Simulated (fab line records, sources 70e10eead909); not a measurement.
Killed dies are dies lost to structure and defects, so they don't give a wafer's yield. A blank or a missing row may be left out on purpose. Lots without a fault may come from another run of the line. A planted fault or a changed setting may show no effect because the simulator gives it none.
Which tool did it? | flow nand_harc | 12 lots, 36 wafers sampled, at 2 steps of a route of 1159

WHAT THE GAUGES READ, wafer by wafer
NHARC_A_CHANNEL_FILL_D1_THK_MEAS_06: measures by ellipsometry.
lot  | measured     | on            | thk_nm (nm)
L077 | day 12 19:43 | film_metro-02 | 5.1 5.5 6.2
L075 | day 13 02:34 | film_metro-01 | 5.1 5.0 5.8
L081 | day 13 09:13 | film_metro-02 | 5.1 6.1 6.3
L080 | day 13 09:14 | film_metro-01 | 4.5 3.8 4.9
L083 | day 13 15:07 | film_metro-02 | 4.5 3.6 3.8
L087 | day 13 18:53 | film_metro-02 | 6.0 4.6 3.3
L088 | day 14 03:55 | film_metro-02 | 5.5 3.7 4.8
L089 | day 14 03:56 | film_metro-02 | 3.9 5.6 6.3
L090 | day 14 07:31 | film_metro-01 | 6.2 5.1 3.9
L093 | day 14 18:02 | film_metro-02 | 5.5 5.6 5.2
L095 | day 14 21:47 | film_metro-01 | 4.4 4.4 3.6
L097 | day 15 19:37 | film_metro-01 | 5.7 5.7 5.3

WHICH TOOL RAN EACH LOT (tool, then ch and the chambers of the sampled wafers, then the start)
lot  | NHARC_A_CHANNEL_FILL_D1_ALD_02
L077 | ald_hk-02 ch 1,2, day 11 08:21
L075 | ald_hk-01 ch 1,3, day 11 14:33
L081 | ald_hk-01 ch 2,3, day 11 19:07
L080 | ald_hk-02 ch 0,1, day 11 22:29
L083 | ald_hk-04 ch 0,2, day 12 02:40
L087 | ald_hk-04 ch 1,2, day 12 06:51
L088 | ald_hk-02 ch 0,2,3, day 12 12:33
L089 | ald_hk-01 ch 1,2,3, day 12 15:11
L090 | ald_hk-01 ch 0,1,3, day 12 19:26
L093 | ald_hk-01 ch 0,1,2, day 13 03:52
L095 | ald_hk-04 ch 0,1,2, day 13 09:18
L097 | ald_hk-02 ch 0,1,3, day 14 07:44
- NHARC_A_CHANNEL_FILL_D1_ALD_02: deposits SiO2, target thk 6 nm, pulse time 10 s, ald cycles 60.

THE ANSWER, worked out from the rows above alone
Rule: what is usual is taken from the lots themselves. Put in order of their means at a reading, lots are off if they are a third of the lots or fewer, leave a main group of 4 or more, and stand apart from it by a gap of 3 or more times the standard deviation of the main group's means; of several such gaps the widest counts. A main group whose means are all the same, to the digits that the tables above print for the reading, isn't used. A lot without any number at a reading at which 4 lots or more have one is off too. The other lots that the step has rows for count as sound.
No lot is off at any reading shown: from this, nothing can be told.

WHAT THE SIMULATOR HAD PUT IN
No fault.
